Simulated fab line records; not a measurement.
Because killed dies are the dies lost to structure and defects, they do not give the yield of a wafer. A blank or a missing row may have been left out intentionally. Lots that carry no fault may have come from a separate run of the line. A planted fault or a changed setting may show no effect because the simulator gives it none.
Which tool was responsible?	flow n5 finfet	9 lots, 27 wafers sampled, at 1 step of a route of 1938

WHAT THE GAUGES SHOWED, per wafer
N5_FIN_CUT_INSPECT_10: inspects for defects (brightfield).
lot	measured	on	raw defect count
L465	day 3 09:19	defect inspect-01	28 40 33
L472	day 5 02:53	defect inspect-01	16 43 27
L475	day 5 21:13	defect inspect-01	40 27 49
L478	day 6 15:20	defect inspect-02	47 67 65
L479	day 6 21:08	defect inspect-02	72 44 48
L480	day 7 02:13	defect inspect-02	53 78 70
L481	day 7 10:01	defect inspect-02	36 45 50
L482	day 7 15:51	defect inspect-01	26 26 29
L483	day 7 21:39	defect inspect-01	27 39 40

WHAT TOOL EACH LOT RAN ON (gives the tool, then ch and the chambers of the sampled wafers, and finally the start)
The record holds no process step before these readings.

THE ANSWER, worked out from the rows above alone
Rule: the lots themselves supply what counts as usual. The widest of any qualifying gaps counts: lots, ordered by their means at a reading, are off when they make up no more than a third of the lots, leave a main group of 4 or more, and stand apart from it by 3 or more times the standard deviation of that group's means. The tables above print the reading to a certain number of digits; a main group whose means all agree to those digits is not used. A lot without any number at a reading at which 4 lots or more have one is off too. Where the step has rows for the other lots, those lots are counted as sound.
Across all readings shown, no lot is off: no conclusion can be drawn from this.

WHAT THE SIMULATOR HAD INSERTED
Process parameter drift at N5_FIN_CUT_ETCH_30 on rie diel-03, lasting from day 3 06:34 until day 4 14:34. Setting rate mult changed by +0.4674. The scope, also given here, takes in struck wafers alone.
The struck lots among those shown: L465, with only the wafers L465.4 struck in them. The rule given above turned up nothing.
